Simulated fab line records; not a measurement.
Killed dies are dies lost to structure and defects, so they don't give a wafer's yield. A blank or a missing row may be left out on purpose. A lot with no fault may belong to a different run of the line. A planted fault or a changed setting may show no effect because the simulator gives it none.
Matching of chambers ; flow n5_finfet ; N5_BEOL_M0_SAQP_DESCUM_19 on rie_diel-05: 4 sister chambers
The step chemistry O2, time 7.9 s. 4 wafers are shown with their chamber, then 9 later ones without.

WAFERS PAIRED WITH THEIR CHAMBERS
wafer;chamber;drypump_motor_current_A (A)
L083.5;0;4.7
L085.2;1;5.8
L085.3;2;6.1
L085.6;3;5.8

WAFERS WITHOUT THEIR CHAMBER
wafer;drypump_motor_current_A (A)
L087.3;6.1
L087.4;5.8
L087.6;6.1
L094.2;4.7
L094.5;5.8
L094.6;4.7
L095.2;4.8
L095.4;5.8
L095.6;5.8

EACH ONE'S CHAMBER
wafer;from the rows above;in truth
L087.3;2;2
L087.4;can't be placed: 1 or 3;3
L087.6;2;2
L094.2;0;0
L094.5;can't be placed: 1 or 3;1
L094.6;0;0
L095.2;0;0
L095.4;can't be placed: 1 or 3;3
L095.6;can't be placed: 1 or 3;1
Correctly placed: 5 of 9. From these rows, 4 cannot be placed; in 4 the true chamber is one of the candidates. 0 placed wrongly.
How it was worked out, from the rows above alone: a wafer's distance from a chamber is the root of the sum, over the readings, of the square of ((its reading less the chamber's mean) divided by the reading's scatter). If the next closest chamber is less than 2 further off than the closest, the wafer can't be placed; otherwise it belongs to the closest. A chamber's mean is the mean of its shown wafers. The scatter (one wafer shown for each chamber): square how far every hidden wafer sits from the nearest shown wafer, average those squares and take the square root.
